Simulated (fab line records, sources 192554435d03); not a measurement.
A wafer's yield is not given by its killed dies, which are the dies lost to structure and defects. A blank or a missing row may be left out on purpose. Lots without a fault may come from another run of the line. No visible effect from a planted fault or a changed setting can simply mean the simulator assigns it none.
Which tool is to blame? | flow n5-finfet | Sampling: 11 lots, 33 wafers, 4 of 1938 route steps

== WHAT EACH GAUGE READ, for each wafer ==
No reading from a measuring or inspecting step in the record can be judged against a usual standard deviation.

== WHAT TOOL EACH LOT RAN ON (gives the tool, then ch and the chambers of the sampled wafers, and finally the start) ==
lot  | N5_BEOL_M5_SPUTTER_90        | N5_BEOL_M5_CMP_52             | N5_BEOL_M5_PRE_CLEAN_77          | N5_BEOL_M6_COAT_60
L160 | pvd-sputter-01, day 9 03:34  | cmp-01 ch 1,2, day 9 04:07    | cvd-co-01 ch 1,2, day 9 04:24    | litho-track-01 ch 0, day 9 05:47
L161 | pvd-sputter-02, day 9 13:43  | cmp-01 ch 1,2,3, day 9 14:21  | cvd-co-02 ch 0,1,2, day 9 14:35  | litho-track-05 ch 0, day 9 15:52
L163 | pvd-sputter-02, day 9 22:55  | cmp-02 ch 0,2,3, day 9 23:38  | cvd-co-01 ch 0,1,2, day 9 23:56  | litho-track-01 ch 0, day 10 01:04
L165 | pvd-sputter-03, day 10 10:38 | cmp-04 ch 1,2,3, day 10 11:15 | cvd-co-01 ch 1,2, day 10 11:28   | litho-track-01 ch 0, day 10 12:39
L168 | pvd-sputter-02, day 11 09:52 | cmp-01 ch 1,2,3, day 11 10:29 | cvd-co-01 ch 0,1,2, day 11 10:44 | litho-track-01 ch 0, day 11 12:53
L170 | pvd-sputter-01, day 11 22:00 | cmp-02 ch 0,1,3, day 11 22:34 | cvd-co-02 ch 0,2, day 11 22:53   | litho-track-02 ch 0, day 12 01:04
L177 | pvd-sputter-01, day 13 10:34 | cmp-02 ch 0,1,2, day 13 11:31 | cvd-co-01 ch 0,1, day 13 11:49   | litho-track-05 ch 0, day 13 15:10
L178 | pvd-sputter-02, day 13 15:42 | cmp-02 ch 0,3, day 13 16:29   | cvd-co-01 ch 0,1, day 13 16:53   | litho-track-02 ch 0, day 13 18:43
L179 | pvd-sputter-01, day 13 23:17 | cmp-02 ch 0,1, day 13 23:50   | cvd-co-02 ch 0,1, day 14 00:17   | litho-track-01 ch 0, day 14 02:34
L180 | pvd-sputter-02, day 14 08:23 | cmp-02 ch 0,2,3, day 14 08:53 | cvd-co-01 ch 0,1,2, day 14 09:13 | litho-track-01 ch 0, day 14 11:40
L181 | pvd-sputter-02, day 14 17:01 | cmp-02 ch 0,1,2, day 14 17:31 | cvd-co-02 ch 1,2, day 14 17:50   | litho-track-01 ch 0, day 14 20:23
- N5_BEOL_M5_SPUTTER_90: material Cu, target thk 4.5 nm, time 8.29 s.
- N5_BEOL_M5_CMP_52: polishes, stops on SiCOH lowk, t overpolish 6.9 s, target thk 62 nm.
- N5_BEOL_M5_PRE_CLEAN_77: time 15 s.
- N5_BEOL_M6_COAT_60: time 60 s, resist thk 35 nm.

== WHAT THE TOOLS THEMSELVES READ (means of the sampled wafers that have a number; where no wafer has one, the mark that the record gives instead) ==
N5_BEOL_M5_SPUTTER_90. Usual: chamber-pressure-pa 0.07 Pa, standard deviation 0.00013; throttle-valve-pct 30.5 %, standard deviation 0.42.
lot  | tool           | chamber-pressure-pa (Pa) | throttle-valve-pct (%) | flag
L160 | pvd-sputter-01 | 0.07                     | 30.3                   |
L161 | pvd-sputter-02 | 0.07                     | 30.8                   |
L163 | pvd-sputter-02 | 0.07                     | 30.7                   |
L165 | pvd-sputter-03 | 0.07                     | 30.2                   |
L168 | pvd-sputter-02 | 0.07                     | 31.0                   |
L170 | pvd-sputter-01 | 0.07                     | 30.4                   |
L177 | pvd-sputter-01 | 0.07                     | 30.3                   |
L178 | pvd-sputter-02 | 0.07                     | 30.6                   |
L179 | pvd-sputter-01 | 0.07                     | 30.5                   |
L180 | pvd-sputter-02 | 0.07                     | 30.9                   |
L181 | pvd-sputter-02 | 0.07                     | 30.8                   |

N5_BEOL_M5_CMP_52. Usual: barrier-field-endpoint-s 24.6 s, standard deviation 0.5; motor-current-A 5.6 A, standard deviation 0.38; overpolish-run-s 6.900 s, standard deviation 0.0092; slurry-filter-dp-kPa 13.49 kPa, standard deviation 0.12; slurry-flow-ml-min 150.0, standard deviation 0.5; time-to-endpoint-s 62.4 s, standard deviation 2.2.
lot  | tool   | barrier-field-endpoint-s (s) | motor-current-A (A) | overpolish-run-s (s) | slurry-filter-dp-kPa (kPa) | slurry-flow-ml-min | time-to-endpoint-s (s) | flag
L160 | cmp-01 | 24.4                         | 5.4                 | 6.895                | 13.51                      | 150.2              | 62.3                   |
L161 | cmp-01 | 25.1                         | 5.4                 | 6.902                | 13.48                      | 150.5              | 63.2                   |
L163 | cmp-02 | 24.0                         | 5.6                 | 6.908                | 13.54                      | 150.1              | 60.2                   |
L165 | cmp-04 | 25.2                         | 5.8                 | 6.898                | 13.48                      | 150.4              | 64.2                   |
L168 | cmp-01 | 25.0                         | 5.4                 | 6.898                | 13.40                      | 150.0              | 61.4                   |
L170 | cmp-02 | 24.5                         | 5.7                 | 6.896                | 13.54                      | 149.5              | 63.6                   |
L177 | cmp-02 | 24.9                         | 5.4                 | 6.898                | 13.34                      | 150.4              | 63.3                   |
L178 | cmp-02 | 24.9                         | 5.9                 | 6.904                | 13.47                      | 149.7              | 62.9                   |
L179 | cmp-02 | 25.1                         | 5.3                 | 6.905                | 13.43                      | 150.1              | 63.7                   |
L180 | cmp-02 | 24.7                         | 5.5                 | 6.905                | 13.45                      | 149.5              | 64.1                   |
L181 | cmp-02 | 25.1                         | 5.6                 | 6.902                | 13.48                      | 150.3              | 64.0                   |

N5_BEOL_M5_PRE_CLEAN_77. Usual: heater-power-w 90 W, standard deviation 12.
lot  | tool      | heater-power-w (W) | flag
L160 | cvd-co-01 | 92                 |
L161 | cvd-co-02 | 93                 |
L163 | cvd-co-01 | 86                 |
L165 | cvd-co-01 | 99                 |
L168 | cvd-co-01 | 87                 |
L170 | cvd-co-02 | 86                 |
L177 | cvd-co-01 | 80                 |
L178 | cvd-co-01 | 74                 |
L179 | cvd-co-02 | 95                 |
L180 | cvd-co-01 | 88                 |
L181 | cvd-co-02 | 94                 |

N5_BEOL_M6_COAT_60. Usual: heater-power-total-W 427.5 W, standard deviation 2.1; plate-temp-C 220.04 C, standard deviation 0.15.
lot  | tool           | heater-power-total-W (W) | plate-temp-C (C) | flag
L160 | litho-track-01 | 424.7                    | 219.92           |
L161 | litho-track-05 | 425.1                    | 220.10           |
L163 | litho-track-01 | 427.6                    | 219.99           |
L165 | litho-track-01 | 414.8                    | 214.53           | OFF
L168 | litho-track-01 | 416.1                    | 214.58           | OFF
L170 | litho-track-02 | 425.9                    | 220.13           |
L177 | litho-track-05 | 427.9                    | 220.11           |
L178 | litho-track-02 | 428.1                    | 220.08           |
L179 | litho-track-01 | 428.5                    | 220.12           |
L180 | litho-track-01 | 427.4                    | 219.96           |
L181 | litho-track-01 | 428.0                    | 220.08           |

== THE ANSWER, worked out from the rows above alone ==
Rule: lot off if the mean of its wafers having a number is beyond 3 standard deviations from the usual mean. Also off: a lot with no number at a reading for which 4 or more lots have one. The other lots that the step has rows for count as sound. First the gauges in route order, then the tools' own readings, where a lot's mean is used as printed above. At the first step where some lot is off, the reading lying furthest off is the one used; lots without a number count as furthest.
Off: L165, L168 (N5_BEOL_M6_COAT_60, plate-temp-C).
If a tool, at that step or one of the process steps before it, ran each lot that is off and ran no sound lot following the first of them, it fits. Of those tried, none fits.

== WHAT THE SIMULATOR PUT IN ==
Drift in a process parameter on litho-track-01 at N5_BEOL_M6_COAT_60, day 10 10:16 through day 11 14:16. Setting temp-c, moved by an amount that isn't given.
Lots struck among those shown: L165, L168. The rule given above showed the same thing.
